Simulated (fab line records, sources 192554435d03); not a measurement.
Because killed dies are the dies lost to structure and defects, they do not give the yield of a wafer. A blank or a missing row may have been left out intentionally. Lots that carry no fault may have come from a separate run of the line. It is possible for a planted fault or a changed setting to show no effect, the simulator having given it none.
Chamber matching :: flow n5-finfet :: N5_BEOL_M3_ETCH_74 on rie-diel-03 has 4 sister chambers
The step etches underlayer in N2/H2, target depth 6.5 nm, time 5.2 s. 16 wafers are shown with their chamber, then 8 later ones without.

## EACH WAFER AND ITS CHAMBER
wafer: L074.2
chamber: 3
drypump-motor-current-A (A): 5.7
showerhead-plenum-p-Torr (Torr): 2.63
throttle-valve-pct (%): 18.1

wafer: L074.4
chamber: 3
drypump-motor-current-A (A): 5.7
showerhead-plenum-p-Torr (Torr): 2.63
throttle-valve-pct (%): 18.1

wafer: L074.5
chamber: 1
drypump-motor-current-A (A): 5.7
showerhead-plenum-p-Torr (Torr): 2.40
throttle-valve-pct (%): 17.8

wafer: L083.2
chamber: 2
drypump-motor-current-A (A): 6.6
showerhead-plenum-p-Torr (Torr): 2.57
throttle-valve-pct (%): 17.3

wafer: L083.5
chamber: 3
drypump-motor-current-A (A): 5.7
showerhead-plenum-p-Torr (Torr): 2.62
throttle-valve-pct (%): 18.1

wafer: L083.6
chamber: 2
drypump-motor-current-A (A): 6.6
showerhead-plenum-p-Torr (Torr): 2.57
throttle-valve-pct (%): 17.3

wafer: L084.2
chamber: 0
drypump-motor-current-A (A): 6.2
showerhead-plenum-p-Torr (Torr): 2.50
throttle-valve-pct (%): 17.5

wafer: L084.3
chamber: 3
drypump-motor-current-A (A): 5.7
showerhead-plenum-p-Torr (Torr): 2.62
throttle-valve-pct (%): 18.1

wafer: L084.4
chamber: 1
drypump-motor-current-A (A): 5.7
showerhead-plenum-p-Torr (Torr): 2.39
throttle-valve-pct (%): 17.9

wafer: L087.1
chamber: 0
drypump-motor-current-A (A): 6.3
showerhead-plenum-p-Torr (Torr): 2.50
throttle-valve-pct (%): 17.5

wafer: L087.2
chamber: 3
drypump-motor-current-A (A): 5.7
showerhead-plenum-p-Torr (Torr): 2.61
throttle-valve-pct (%): 18.1

wafer: L087.4
chamber: 2
drypump-motor-current-A (A): 6.6
showerhead-plenum-p-Torr (Torr): 2.57
throttle-valve-pct (%): 17.3

wafer: L091.2
chamber: 3
drypump-motor-current-A (A): 5.7
showerhead-plenum-p-Torr (Torr): 2.61
throttle-valve-pct (%): 18.1

wafer: L091.4
chamber: 0
drypump-motor-current-A (A): 6.2
showerhead-plenum-p-Torr (Torr): 2.50
throttle-valve-pct (%): 17.5

wafer: L091.6
chamber: 1
drypump-motor-current-A (A): 5.7
showerhead-plenum-p-Torr (Torr): 2.39
throttle-valve-pct (%): 17.9

wafer: L093.2
chamber: 2
drypump-motor-current-A (A): 6.6
showerhead-plenum-p-Torr (Torr): 2.57
throttle-valve-pct (%): 17.3

SIGNATURES (means of the wafers above)
reading: drypump-motor-current-A
chamber 0: 6.233
chamber 1: 5.700
chamber 2: 6.600
chamber 3: 5.700
scatter within a chamber: 0.0236

reading: showerhead-plenum-p-Torr
chamber 0: 2.5000
chamber 1: 2.3933
chamber 2: 2.5700
chamber 3: 2.6200
scatter within a chamber: 0.00624

reading: throttle-valve-pct
chamber 0: 17.500
chamber 1: 17.867
chamber 2: 17.300
chamber 3: 18.100
scatter within a chamber: 0.0236
Rule: for a wafer and a chamber, the distance is found by dividing, reading by reading, the gap between the wafer's reading and the chamber's mean by the reading's scatter, squaring, summing and taking the root. The wafer belongs to the nearest chamber; if the next one is less than 2 further off, it can't be placed. How the scatter is found: for the shown wafers, subtract from each reading the mean of its chamber, square and add these, divide the total by (wafers less chambers), then take the root.

## WAFERS WHOSE CHAMBER IS MISSING
wafer: L093.3
drypump-motor-current-A (A): 5.7
showerhead-plenum-p-Torr (Torr): 2.38
throttle-valve-pct (%): 17.9

wafer: L093.5
drypump-motor-current-A (A): 5.7
showerhead-plenum-p-Torr (Torr): 2.61
throttle-valve-pct (%): 18.1

wafer: L095.1
drypump-motor-current-A (A): 6.2
showerhead-plenum-p-Torr (Torr): 2.49
throttle-valve-pct (%): 17.5

wafer: L095.2
drypump-motor-current-A (A): 5.7
showerhead-plenum-p-Torr (Torr): 2.38
throttle-valve-pct (%): 17.9

wafer: L095.5
drypump-motor-current-A (A): 6.2
showerhead-plenum-p-Torr (Torr): 2.49
throttle-valve-pct (%): 17.5

wafer: L096.2
drypump-motor-current-A (A): 6.6
showerhead-plenum-p-Torr (Torr): 2.56
throttle-valve-pct (%): 17.4

wafer: L096.4
drypump-motor-current-A (A): 6.2
showerhead-plenum-p-Torr (Torr): 2.49
throttle-valve-pct (%): 17.5

wafer: L096.6
drypump-motor-current-A (A): 6.6
showerhead-plenum-p-Torr (Torr): 2.56
throttle-valve-pct (%): 17.4

## THE CHAMBER EACH PASSED THROUGH
wafer: L093.3
from the rows above: 1
in truth: 1

wafer: L093.5
from the rows above: 3
in truth: 3

wafer: L095.1
from the rows above: 0
in truth: 0

wafer: L095.2
from the rows above: 1
in truth: 1

wafer: L095.5
from the rows above: 0
in truth: 0

wafer: L096.2
from the rows above: 2
in truth: 2

wafer: L096.4
from the rows above: 0
in truth: 0

wafer: L096.6
from the rows above: 2
in truth: 2
Correct placement for 8 of the 8. Number that these rows cannot place: 0. Number placed wrongly: 0.
